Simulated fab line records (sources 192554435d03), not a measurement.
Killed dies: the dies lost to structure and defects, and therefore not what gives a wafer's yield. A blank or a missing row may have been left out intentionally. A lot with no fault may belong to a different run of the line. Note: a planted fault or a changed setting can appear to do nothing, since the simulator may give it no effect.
Matching of chambers + flow n5_finfet + N5_BEOL_M0_SAQP_DESCUM_19 on rie_diel-02 has 4 sister chambers
The step chemistry O2, time 7.9 s. 22 wafers are shown with their chamber, then 11 later ones without.

## EACH WAFER AND ITS CHAMBER
| wafer  | chamber | showerhead_plenum_p_Torr (Torr) | drypump_motor_current_A (A) | throttle_valve_pct (%) |
|--------|---------|---------------------------------|-----------------------------|------------------------|
| L074.1 | 2       | 2.07                            | 5.8                         | 20.43                  |
| L074.2 | 0       | 2.10                            | 6.5                         | 20.70                  |
| L074.6 | 2       | 2.07                            | 5.9                         | 20.43                  |
| L075.2 | 2       | 2.07                            | 5.8                         | 20.43                  |
| L075.3 | 1       | 2.18                            | 5.7                         | 20.45                  |
| L075.5 | 3       | 2.03                            | 6.5                         | 20.62                  |
| L078.3 | 3       | 2.02                            | 6.5                         | 20.60                  |
| L078.4 | 0       | 2.10                            | 6.6                         | 20.70                  |
| L078.6 | 0       | 2.10                            | 6.5                         | 20.71                  |
| L080.3 | 0       | 2.10                            | 6.5                         | 20.71                  |
| L080.4 | 3       | 2.02                            | 6.5                         | 20.64                  |
| L080.5 | 0       | 2.10                            | 6.6                         | 20.72                  |
| L086.2 | 1       | 2.18                            | 5.7                         | 20.46                  |
| L086.3 | 3       | 2.02                            | 6.5                         | 20.65                  |
| L086.4 | 2       | 2.06                            | 5.9                         | 20.46                  |
| L087.2 | 3       | 2.02                            | 6.6                         | 20.66                  |
| L087.3 | 2       | 2.06                            | 5.9                         | 20.46                  |
| L087.4 | 0       | 2.09                            | 6.5                         | 20.72                  |
| L089.2 | 1       | 2.17                            | 5.7                         | 20.47                  |
| L089.4 | 2       | 2.06                            | 5.8                         | 20.45                  |
| L089.5 | 0       | 2.09                            | 6.5                         | 20.73                  |
| L092.1 | 3       | 2.02                            | 6.5                         | 20.67                  |

SIGNATURES (means of the wafers above)
| reading                  | chamber 0 | chamber 1 | chamber 2 | chamber 3 | scatter within a chamber |
|--------------------------|-----------|-----------|-----------|-----------|--------------------------|
| showerhead_plenum_p_Torr | 2.0971    | 2.1767    | 2.0650    | 2.0217    | 0.00496                  |
| drypump_motor_current_A  | 6.529     | 5.700     | 5.850     | 6.517     | 0.0457                   |
| throttle_valve_pct       | 20.7129   | 20.4600   | 20.4433   | 20.6400   | 0.0174                   |
Rule: for a wafer and a chamber, the distance is found by dividing, reading by reading, the gap between the wafer's reading and the chamber's mean by the reading's scatter, squaring, summing and taking the root. If the next closest chamber is less than 2 further off than the closest, the wafer can't be placed; otherwise it belongs to the closest. The scatter: take each reading less its chamber's mean, square it, sum over the shown wafers, divide by the number of wafers less the number of chambers, and take the root.

## WAFERS WITH NO CHAMBER GIVEN
| wafer  | showerhead_plenum_p_Torr (Torr) | drypump_motor_current_A (A) | throttle_valve_pct (%) |
|--------|---------------------------------|-----------------------------|------------------------|
| L092.2 | 2.06                            | 5.9                         | 20.47                  |
| L092.3 | 2.17                            | 5.7                         | 20.49                  |
| L095.3 | 2.06                            | 5.8                         | 20.47                  |
| L095.4 | 2.01                            | 6.5                         | 20.67                  |
| L095.5 | 2.17                            | 5.7                         | 20.50                  |
| L096.2 | 2.01                            | 6.5                         | 20.67                  |
| L096.3 | 2.06                            | 5.8                         | 20.49                  |
| L096.5 | 2.09                            | 6.5                         | 20.73                  |
| L097.2 | 2.17                            | 5.7                         | 20.49                  |
| L097.4 | 2.09                            | 6.5                         | 20.76                  |
| L097.6 | 2.01                            | 6.6                         | 20.67                  |

## CHAMBER TAKEN BY EACH
| wafer  | from the rows above | in truth |
|--------|---------------------|----------|
| L092.2 | 2                   | 2        |
| L092.3 | 1                   | 1        |
| L095.3 | 2                   | 2        |
| L095.4 | 3                   | 3        |
| L095.5 | 1                   | 1        |
| L096.2 | 3                   | 3        |
| L096.3 | 2                   | 2        |
| L096.5 | 0                   | 0        |
| L097.2 | 1                   | 1        |
| L097.4 | 0                   | 0        |
| L097.6 | 3                   | 3        |
Correctly placed: 11 of 11. From these rows, 0 cannot be placed. Number placed wrongly: 0.
